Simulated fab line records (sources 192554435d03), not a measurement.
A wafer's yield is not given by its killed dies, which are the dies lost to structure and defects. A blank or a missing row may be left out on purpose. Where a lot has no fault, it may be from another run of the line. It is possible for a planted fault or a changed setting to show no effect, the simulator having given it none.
What tool caused it? / flow n5_finfet / Sampling: 9 lots, 27 wafers, 5 of 1938 route steps

== WHAT THE GAUGES SHOWED, per wafer ==
N5_BEOL_M4_RC_MEAS_101.
lot=L147; measured=day 8 08:34; on=prober-01; DIBL_N (mV/V)=33.3 35.6 36.5; DIBL_P (mV/V)=33.5 36.3 36.6; IOFF_N (nA/um)=0.137 0.173 0.191; IOFF_P (nA/um)=0.185 0.222 0.233; ION_N (uA/um)=679 691 693; ION_P (uA/um)=470 471 477; SS_N (mV/dec)=70.5 71.4 72.2; SS_P (mV/dec)=73.2 73.4 73.1; VT_N (mV)=251.1 247.4 246.9; VT_P (mV)=-248.6 -246.7 -245.7
lot=L148; measured=day 8 08:26; on=prober-02; DIBL_N (mV/V)=35.7 37.5 38.0; DIBL_P (mV/V)=35.2 37.7 37.4; IOFF_N (nA/um)=0.148 0.183 0.186; IOFF_P (nA/um)=0.202 0.246 0.230; ION_N (uA/um)=676 674 674; ION_P (uA/um)=460 463 464; SS_N (mV/dec)=71.5 72.8 71.8; SS_P (mV/dec)=73.0 73.4 73.8; VT_N (mV)=251.2 250.7 249.9; VT_P (mV)=-251.9 -248.5 -249.7
lot=L149; measured=day 8 10:38; on=prober-01; DIBL_N (mV/V)=36.1 33.8 35.9; DIBL_P (mV/V)=36.1 33.9 36.0; IOFF_N (nA/um)=0.164 0.140 0.167; IOFF_P (nA/um)=0.235 0.190 0.228; ION_N (uA/um)=669 677 660; ION_P (uA/um)=464 470 462; SS_N (mV/dec)=71.8 71.4 72.2; SS_P (mV/dec)=73.6 72.2 74.4; VT_N (mV)=247.7 251.1 247.7; VT_P (mV)=-247.4 -251.2 -248.1
lot=L156; measured=day 10 01:16; on=prober-01; DIBL_N (mV/V)=33.5 33.4 34.9; DIBL_P (mV/V)=34.8 33.9 35.8; IOFF_N (nA/um)=0.125 0.124 0.144; IOFF_P (nA/um)=0.189 0.173 0.193; ION_N (uA/um)=662 663 662; ION_P (uA/um)=458 461 450; SS_N (mV/dec)=71.1 71.0 70.9; SS_P (mV/dec)=72.1 72.5 72.3; VT_N (mV)=253.4 252.7 252.0; VT_P (mV)=-251.0 -254.0 -252.1
lot=L159; measured=day 11 01:03; on=prober-02; DIBL_N (mV/V)=36.9 39.5 36.4; DIBL_P (mV/V)=36.2 39.9 36.4; IOFF_N (nA/um)=0.154 0.221 0.158; IOFF_P (nA/um)=0.235 0.302 0.239; ION_N (uA/um)=661 688 689; ION_P (uA/um)=462 478 473; SS_N (mV/dec)=71.2 71.5 72.1; SS_P (mV/dec)=72.6 73.6 72.4; VT_N (mV)=250.8 242.6 247.0; VT_P (mV)=-246.5 -245.0 -247.0
lot=L161; measured=day 11 03:08; on=prober-01; DIBL_N (mV/V)=35.9 34.9 35.9; DIBL_P (mV/V)=37.0 35.6 36.9; IOFF_N (nA/um)=0.148 0.132 0.158; IOFF_P (nA/um)=0.195 0.174 0.200; ION_N (uA/um)=678 662 666; ION_P (uA/um)=456 454 457; SS_N (mV/dec)=71.0 71.6 71.6; SS_P (mV/dec)=73.3 73.0 72.6; VT_N (mV)=252.3 253.1 249.4; VT_P (mV)=-253.9 -255.1 -254.0
lot=L168; measured=day 13 15:43; on=prober-01; DIBL_N (mV/V)=38.5 37.8 38.0; DIBL_P (mV/V)=37.4 36.8 36.3; IOFF_N (nA/um)=0.169 0.157 0.160; IOFF_P (nA/um)=0.240 0.241 0.234; ION_N (uA/um)=682 660 666; ION_P (uA/um)=472 463 460; SS_N (mV/dec)=71.6 72.0 71.7; SS_P (mV/dec)=74.0 74.0 73.9; VT_N (mV)=249.8 250.4 249.1; VT_P (mV)=-248.0 -248.8 -248.1
lot=L169; measured=day 13 21:12; on=prober-01; DIBL_N (mV/V)=35.9 35.2 35.2; DIBL_P (mV/V)=35.9 35.6 35.6; IOFF_N (nA/um)=0.162 0.155 0.155; IOFF_P (nA/um)=0.202 0.196 0.192; ION_N (uA/um)=665 680 687; ION_P (uA/um)=453 465 464; SS_N (mV/dec)=71.4 71.6 70.9; SS_P (mV/dec)=73.7 74.0 74.0; VT_N (mV)=252.5 249.2 250.3; VT_P (mV)=-249.9 -249.9 -248.8
lot=L170; measured=day 13 22:56; on=prober-02; DIBL_N (mV/V)=36.5 36.8 36.4; DIBL_P (mV/V)=37.6 37.6 38.0; IOFF_N (nA/um)=0.158 0.148 0.161; IOFF_P (nA/um)=0.223 0.227 0.230; ION_N (uA/um)=681 655 679; ION_P (uA/um)=473 462 478; SS_N (mV/dec)=71.0 71.7 71.5; SS_P (mV/dec)=73.7 73.4 73.2; VT_N (mV)=249.6 254.4 250.5; VT_P (mV)=-246.7 -250.3 -249.6

== EACH LOT AND THE TOOL THAT RAN IT (in order: tool; ch and the chambers of the sampled wafers; start) ==
lot=L147; N5_MOL_CONTACT_COAG_ETCH_110=rie_diel-05 ch 0,1, day 4 17:35; N5_MOL_CONTACT_COAG_IMPLANT_129=implanter-02 ch 0, day 4 17:44; N5_MOL_CONTACT_COAG_ALD_20=ald_metal-04 ch 0,1,3, day 4 18:17; N5_MOL_CONTACT_COAG_PRE_CLEAN_141=pvd_sputter-02, day 4 19:54
lot=L148; N5_MOL_CONTACT_COAG_ETCH_110=rie_diel-02 ch 0,2,3, day 5 01:29; N5_MOL_CONTACT_COAG_IMPLANT_129=implanter-01 ch 0, day 5 01:41; N5_MOL_CONTACT_COAG_ALD_20=ald_metal-02 ch 0,2,3, day 5 04:21; N5_MOL_CONTACT_COAG_PRE_CLEAN_141=pvd_sputter-03, day 5 05:22
lot=L149; N5_MOL_CONTACT_COAG_ETCH_110=rie_diel-02 ch 0,2,3, day 5 03:04; N5_MOL_CONTACT_COAG_IMPLANT_129=implanter-02 ch 0, day 5 03:16; N5_MOL_CONTACT_COAG_ALD_20=ald_metal-03 ch 0,1,2, day 5 04:44; N5_MOL_CONTACT_COAG_PRE_CLEAN_141=pvd_sputter-01, day 5 07:35
lot=L156; N5_MOL_CONTACT_COAG_ETCH_110=rie_diel-02 ch 0,1,3, day 6 20:29; N5_MOL_CONTACT_COAG_IMPLANT_129=implanter-01 ch 0, day 6 20:39; N5_MOL_CONTACT_COAG_ALD_20=ald_metal-04 ch 0,2, day 6 21:20; N5_MOL_CONTACT_COAG_PRE_CLEAN_141=pvd_sputter-01, day 6 23:11
lot=L159; N5_MOL_CONTACT_COAG_ETCH_110=rie_diel-05 ch 1,3, day 7 20:22; N5_MOL_CONTACT_COAG_IMPLANT_129=implanter-01 ch 0, day 7 20:31; N5_MOL_CONTACT_COAG_ALD_20=ald_metal-02 ch 1,2,3, day 7 21:08; N5_MOL_CONTACT_COAG_PRE_CLEAN_141=pvd_sputter-02, day 7 22:34
lot=L161; N5_MOL_CONTACT_COAG_ETCH_110=rie_diel-04 ch 1,2, day 8 08:58; N5_MOL_CONTACT_COAG_IMPLANT_129=implanter-01 ch 0, day 8 09:08; N5_MOL_CONTACT_COAG_ALD_20=ald_metal-02 ch 0,1, day 8 10:05; N5_MOL_CONTACT_COAG_PRE_CLEAN_141=pvd_sputter-01, day 8 10:59
lot=L168; N5_MOL_CONTACT_COAG_ETCH_110=rie_diel-05 ch 0,1, day 9 22:38; N5_MOL_CONTACT_COAG_IMPLANT_129=implanter-02 ch 0, day 9 22:49; N5_MOL_CONTACT_COAG_ALD_20=ald_metal-03 ch 1,2,3, day 9 23:22; N5_MOL_CONTACT_COAG_PRE_CLEAN_141=pvd_sputter-02, day 10 00:47
lot=L169; N5_MOL_CONTACT_COAG_ETCH_110=rie_diel-04 ch 0,2, day 10 03:00; N5_MOL_CONTACT_COAG_IMPLANT_129=implanter-02 ch 0, day 10 03:13; N5_MOL_CONTACT_COAG_ALD_20=ald_metal-02 ch 0,1, day 10 03:44; N5_MOL_CONTACT_COAG_PRE_CLEAN_141=pvd_sputter-02, day 10 04:41
lot=L170; N5_MOL_CONTACT_COAG_ETCH_110=rie_diel-05 ch 0,1,3, day 10 13:31; N5_MOL_CONTACT_COAG_IMPLANT_129=implanter-02 ch 0, day 10 13:45; N5_MOL_CONTACT_COAG_ALD_20=ald_metal-04 ch 0,3, day 10 16:33; N5_MOL_CONTACT_COAG_PRE_CLEAN_141=pvd_sputter-01, day 10 17:09
- N5_MOL_CONTACT_COAG_ETCH_110: etches Si in CF4/O2, target depth 2.5 nm, time 8 s.
- N5_MOL_CONTACT_COAG_IMPLANT_129
- N5_MOL_CONTACT_COAG_ALD_20: deposits TiN, target thk 1.5 nm, pulse time 1 s, purge time 3 s.
- N5_MOL_CONTACT_COAG_PRE_CLEAN_141: time 60 s.

== WHAT THE TOOLS THEMSELVES READ (means of the sampled wafers that have a number; where no wafer has one, the mark that the record gives instead) ==
N5_MOL_CONTACT_COAG_ETCH_110.
lot=L147; tool=rie_diel-05; drypump_motor_current_A (A)=5.8; mfc_ar_sccm (sccm)=99.84; oes_product_au (a.u.)=0.83; rf_fwd_power_W (W)=197.8; rf_vpp_V (V)=129.0; showerhead_plenum_p_Torr (Torr)=2.31; throttle_valve_pct (%)=10.54
lot=L148; tool=rie_diel-02; drypump_motor_current_A (A)=5.9; mfc_ar_sccm (sccm)=100.26; oes_product_au (a.u.)=0.85; rf_fwd_power_W (W)=197.9; rf_vpp_V (V)=129.5; showerhead_plenum_p_Torr (Torr)=2.25; throttle_valve_pct (%)=10.59
lot=L149; tool=rie_diel-02; drypump_motor_current_A (A)=5.9; mfc_ar_sccm (sccm)=100.11; oes_product_au (a.u.)=0.84; rf_fwd_power_W (W)=197.8; rf_vpp_V (V)=129.5; showerhead_plenum_p_Torr (Torr)=2.25; throttle_valve_pct (%)=10.60
lot=L156; tool=rie_diel-02; drypump_motor_current_A (A)=6.0; mfc_ar_sccm (sccm)=100.12; oes_product_au (a.u.)=0.76; rf_fwd_power_W (W)=198.0; rf_vpp_V (V)=128.5; showerhead_plenum_p_Torr (Torr)=2.17; throttle_valve_pct (%)=10.72
lot=L159; tool=rie_diel-05; drypump_motor_current_A (A)=5.7; mfc_ar_sccm (sccm)=99.77; oes_product_au (a.u.)=0.87; rf_fwd_power_W (W)=198.6; rf_vpp_V (V)=128.2; showerhead_plenum_p_Torr (Torr)=2.21; throttle_valve_pct (%)=10.58
lot=L161; tool=rie_diel-04; drypump_motor_current_A (A)=6.0; mfc_ar_sccm (sccm)=99.92; oes_product_au (a.u.)=0.87; rf_fwd_power_W (W)=198.3; rf_vpp_V (V)=127.5; showerhead_plenum_p_Torr (Torr)=2.22; throttle_valve_pct (%)=10.43
lot=L168; tool=rie_diel-05; drypump_motor_current_A (A)=5.8; mfc_ar_sccm (sccm)=100.04; oes_product_au (a.u.)=0.77; rf_fwd_power_W (W)=198.8; rf_vpp_V (V)=129.0; showerhead_plenum_p_Torr (Torr)=2.29; throttle_valve_pct (%)=10.67
lot=L169; tool=rie_diel-04; drypump_motor_current_A (A)=5.7; mfc_ar_sccm (sccm)=100.01; oes_product_au (a.u.)=0.81; rf_fwd_power_W (W)=198.8; rf_vpp_V (V)=127.2; showerhead_plenum_p_Torr (Torr)=2.20; throttle_valve_pct (%)=10.55
lot=L170; tool=rie_diel-05; drypump_motor_current_A (A)=5.8; mfc_ar_sccm (sccm)=99.51; oes_product_au (a.u.)=0.80; rf_fwd_power_W (W)=198.1; rf_vpp_V (V)=127.6; showerhead_plenum_p_Torr (Torr)=2.24; throttle_valve_pct (%)=10.68

N5_MOL_CONTACT_COAG_IMPLANT_129.
lot=L147; tool=implanter-02; beam_energy_keV=3.0002; end_station_pressure_torr (Torr)=6.0e-06
lot=L148; tool=implanter-01; beam_energy_keV=3.0007; end_station_pressure_torr (Torr)=5.8e-06
lot=L149; tool=implanter-02; beam_energy_keV=3.0006; end_station_pressure_torr (Torr)=6.5e-06
lot=L156; tool=implanter-01; beam_energy_keV=2.9996; end_station_pressure_torr (Torr)=5.8e-06
lot=L159; tool=implanter-01; beam_energy_keV=1.5544; end_station_pressure_torr (Torr)=1.1e-05
lot=L161; tool=implanter-01; beam_energy_keV=1.5534; end_station_pressure_torr (Torr)=1.1e-05
lot=L168; tool=implanter-02; beam_energy_keV=2.9999; end_station_pressure_torr (Torr)=6.3e-06
lot=L169; tool=implanter-02; beam_energy_keV=3.0011; end_station_pressure_torr (Torr)=6.1e-06
lot=L170; tool=implanter-02; beam_energy_keV=2.9998; end_station_pressure_torr (Torr)=6.5e-06

N5_MOL_CONTACT_COAG_ALD_20.
lot=L147; tool=ald_metal-04; heater_power_w (W)=856; precursor_pulse_height_rel=1.004
lot=L148; tool=ald_metal-02; heater_power_w (W)=793; precursor_pulse_height_rel=0.999
lot=L149; tool=ald_metal-03; heater_power_w (W)=992; precursor_pulse_height_rel=0.996
lot=L156; tool=ald_metal-04; heater_power_w (W)=894; precursor_pulse_height_rel=0.995
lot=L159; tool=ald_metal-02; heater_power_w (W)=877; precursor_pulse_height_rel=1.003
lot=L161; tool=ald_metal-02; heater_power_w (W)=885; precursor_pulse_height_rel=1.000
lot=L168; tool=ald_metal-03; heater_power_w (W)=928; precursor_pulse_height_rel=1.001
lot=L169; tool=ald_metal-02; heater_power_w (W)=885; precursor_pulse_height_rel=1.027
lot=L170; tool=ald_metal-04; heater_power_w (W)=836; precursor_pulse_height_rel=1.011

N5_MOL_CONTACT_COAG_PRE_CLEAN_141.
lot=L147; tool=pvd_sputter-02; heater_power_w (W)=525
lot=L148; tool=pvd_sputter-03; heater_power_w (W)=503
lot=L149; tool=pvd_sputter-01; heater_power_w (W)=499
lot=L156; tool=pvd_sputter-01; heater_power_w (W)=529
lot=L159; tool=pvd_sputter-02; heater_power_w (W)=496
lot=L161; tool=pvd_sputter-01; heater_power_w (W)=517
lot=L168; tool=pvd_sputter-02; heater_power_w (W)=513
lot=L169; tool=pvd_sputter-02; heater_power_w (W)=568
lot=L170; tool=pvd_sputter-01; heater_power_w (W)=544

== THE ANSWER, worked out from the rows above alone ==
Rule: what is usual is taken from the lots themselves. The widest of any qualifying gaps counts: lots, ordered by their means at a reading, are off when they make up no more than a third of the lots, leave a main group of 4 or more, and stand apart from it by 3 or more times the standard deviation of that group's means. Not used: any main group whose means are identical at the precision the tables above print for the reading. Also off: a lot with no number at a reading for which 4 or more lots have one. Where the step has rows for the other lots, those lots are counted as sound. First the gauges in route order, then the tools' own readings, where a lot's mean is used as printed above. At the first step where some lot is off, the reading lying furthest off is the one used; lots without a number count as furthest.
Off at N5_MOL_CONTACT_COAG_IMPLANT_129 (beam_energy_keV): L159, L161. The main group: mean 3.0003, standard deviation 0.00051.
If a tool, at that step or one of the process steps before it, ran each lot that is off and ran no sound lot following the first of them, it fits. One candidate fits, namely implanter-01 at N5_MOL_CONTACT_COAG_IMPLANT_129. Its last sound lot is L156 (day 6 20:39), its first lot that is off L159 (day 7 20:31): a fault that began between those two fits.
The tool's own readings at N5_MOL_CONTACT_COAG_IMPLANT_129 bear it out: on the lots that are off they differ by more than 5 times the standard deviation of the sound lots' means. beam_energy_keV reads 1.5539 there against 3.0003 on the sound lots; end_station_pressure_torr reads 1.1e-05 Torr there against 6.1e-06 Torr on the sound lots.

== WHAT HAD BEEN PUT IN BY THE SIMULATOR ==
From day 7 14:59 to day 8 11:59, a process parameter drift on implanter-01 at N5_MOL_CONTACT_COAG_IMPLANT_129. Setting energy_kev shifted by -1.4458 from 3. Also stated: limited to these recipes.
Shown lots that were struck: L159, L161. This agrees with what the rule above found.
